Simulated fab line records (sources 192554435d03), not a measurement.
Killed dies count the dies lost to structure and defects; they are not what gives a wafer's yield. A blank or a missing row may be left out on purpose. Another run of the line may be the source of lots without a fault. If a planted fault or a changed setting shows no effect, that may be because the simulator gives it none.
The tool behind it: which one? + flow n5Finfet + 42 wafers from 14 lots sampled at 2 of the route's 1938 steps

## WHAT THE GAUGES READ, wafer by wafer
Not one reading of a measure or inspect step in the record can be checked against a usual standard deviation.

## EACH LOT AND THE TOOL THAT RAN IT (in order: tool; ch and the chambers of the sampled wafers; start)
| lot  | N5_BEOL_M14_SPUTTER_45      | N5_PASSIVATION_PROBE_49 |
|------|-----------------------------|-------------------------|
| L942 | pvdSputter-02, day 12 23:45 | -                       |
| L944 | pvdSputter-03, day 13 12:45 | -                       |
| L945 | pvdSputter-02, day 14 06:56 | prober-01, day 15 01:52 |
| L946 | pvdSputter-01, day 14 15:31 | -                       |
| L947 | pvdSputter-01, day 14 19:16 | -                       |
| L948 | pvdSputter-03, day 15 04:37 | -                       |
| L949 | pvdSputter-01, day 15 12:35 | -                       |
| L950 | pvdSputter-01, day 15 21:53 | prober-02, day 16 21:41 |
| L955 | pvdSputter-01, day 16 10:05 | prober-01, day 17 08:22 |
| L953 | pvdSputter-03, day 16 16:05 | -                       |
| L958 | pvdSputter-03, day 17 13:45 | -                       |
| L962 | pvdSputter-03, day 19 03:07 | -                       |
| L964 | pvdSputter-03, day 19 06:46 | prober-02, day 20 06:00 |
| L965 | pvdSputter-03, day 19 08:57 | -                       |
- N5_BEOL_M14_SPUTTER_45: material Cu, target thk 100 nm, time 16.67 s.
- N5_PASSIVATION_PROBE_49

## AS READ BY THE TOOLS THEMSELVES (means over the sampled wafers that have a number; for cases with no such wafer, the mark the record gives instead)
N5_BEOL_M14_SPUTTER_45. Usual: chamberPressurePa 0.12999 Pa, standard deviation 0.00028; throttleValvePct 29.8 %, standard deviation 1.1.
| lot  | tool          | chamberPressurePa (Pa) | throttleValvePct (%) | flag |
|------|---------------|------------------------|----------------------|------|
| L942 | pvdSputter-02 | 0.12972                | 31.1                 |      |
| L944 | pvdSputter-03 | 0.13010                | 29.3                 |      |
| L945 | pvdSputter-02 | 0.12980                | 29.8                 |      |
| L946 | pvdSputter-01 | 0.13015                | 30.3                 |      |
| L947 | pvdSputter-01 | 0.13016                | 29.5                 |      |
| L948 | pvdSputter-03 | 0.12993                | 29.4                 |      |
| L949 | pvdSputter-01 | 0.13004                | 29.4                 |      |
| L950 | pvdSputter-01 | 0.13005                | 28.8                 |      |
| L955 | pvdSputter-01 | 0.13017                | 28.7                 |      |
| L953 | pvdSputter-03 | 0.12992                | 29.4                 |      |
| L958 | pvdSputter-03 | 0.13006                | 29.2                 |      |
| L962 | pvdSputter-03 | 0.13012                | 30.0                 |      |
| L964 | pvdSputter-03 | 0.12990                | 30.0                 |      |
| L965 | pvdSputter-03 | 0.13004                | 29.3                 |      |

N5_PASSIVATION_PROBE_49. Usual: defectLimitedYield 91.5 %, standard deviation 1.4; killed_at_M0_to_M3 34, standard deviation 11; killed_at_M4_up 15, standard deviation 6; killedAtContacts 11, standard deviation 5.9; killedAtFrontEnd 37, standard deviation 11; killedAtOther 3.6, standard deviation 2.9; killedDies 101, standard deviation 17; killedOpen 66, standard deviation 12; killedShort 33, standard deviation 7.8; sort_bin_5_function 5.0 %, standard deviation 0.97; sort_bin_6_memory 3.2 %, standard deviation 0.65; sort_bin_8_speed 0.02 %, standard deviation 0.2; sortNPass 1079, standard deviation 17; sortYieldPct 91.4 %, standard deviation 1.4.
| lot  | tool      | defectLimitedYield (%) | killed_at_M0_to_M3 | killed_at_M4_up | killedAtContacts | killedAtFrontEnd | killedAtOther | killedDies | killedOpen | killedShort | sort_bin_5_function (%) | sort_bin_6_memory (%) | sort_bin_8_speed (%) | sortNPass | sortYieldPct (%) | flag |
|------|-----------|------------------------|--------------------|-----------------|------------------|------------------|---------------|------------|------------|-------------|-------------------------|-----------------------|----------------------|-----------|------------------|------|
| L945 | prober-01 | 91.7                   | 33                 | 15              | 5                | 39               | 5.0           | 97         | 68         | 27          | 4.8                     | 3.1                   | 0.00                 | 1083      | 91.7             |      |
| L950 | prober-02 | 80.4                   | 34                 | 159             | 6                | 30               | 2.3           | 231        | 63         | 25          | 12.0                    | 4.2                   | 0.00                 | 949       | 80.4             | OFF  |
| L955 | prober-01 | 80.7                   | 32                 | 156             | 7                | 31               | 2.7           | 228        | 56         | 29          | 12.4                    | 3.5                   | 0.00                 | 952       | 80.7             | OFF  |
| L964 | prober-02 | 91.1                   | 31                 | 15              | 20               | 34               | 6.3           | 105        | 72         | 31          | 5.4                     | 3.3                   | 0.00                 | 1075      | 91.1             |      |

## THE ANSWER, worked out from the rows above alone
Rule: lot off if the mean of its wafers having a number is beyond 3 standard deviations from the usual mean. Also off: a lot with no number at a reading for which 4 or more lots have one. Where the step has rows for the other lots, those lots are counted as sound. The gauges are gone through in route order, then the tools' own readings, and for those a lot's mean is taken as printed above. The first step at which some lot is off is used, and at that step the reading that is off furthest; a lot without a number counts as furthest.
Off: L950, L955, at N5_PASSIVATION_PROBE_49 (killed_at_M4_up). Neither off nor sound, because the step has no rows for them: L942, L944, L946, L947, L948, L949, L953, L958, L962, L965.
If a tool, at that step or one of the process steps before it, ran each lot that is off and ran no sound lot following the first of them, it fits. One fits: N5_BEOL_M14_SPUTTER_45 on pvdSputter-01. It ran no sound lot before its first lot that is off in this sample, so the start can't be narrowed down.
The tool's own readings at N5_BEOL_M14_SPUTTER_45 bear it out: on the lots that are off they differ by more than 5 times the standard deviation of the sound lots' means. chamberPressurePa reads 0.13011 Pa there against 0.12985 Pa on the sound lots; throttleValvePct reads 28.8 % there against 29.9 % on the sound lots.

## WHAT THE SIMULATOR PUT IN
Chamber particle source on pvdSputter-01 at N5_BEOL_M14_SPUTTER_45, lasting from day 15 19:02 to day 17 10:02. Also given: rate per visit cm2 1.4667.
Struck lots among those shown: L950, L955. The rule above found the same.
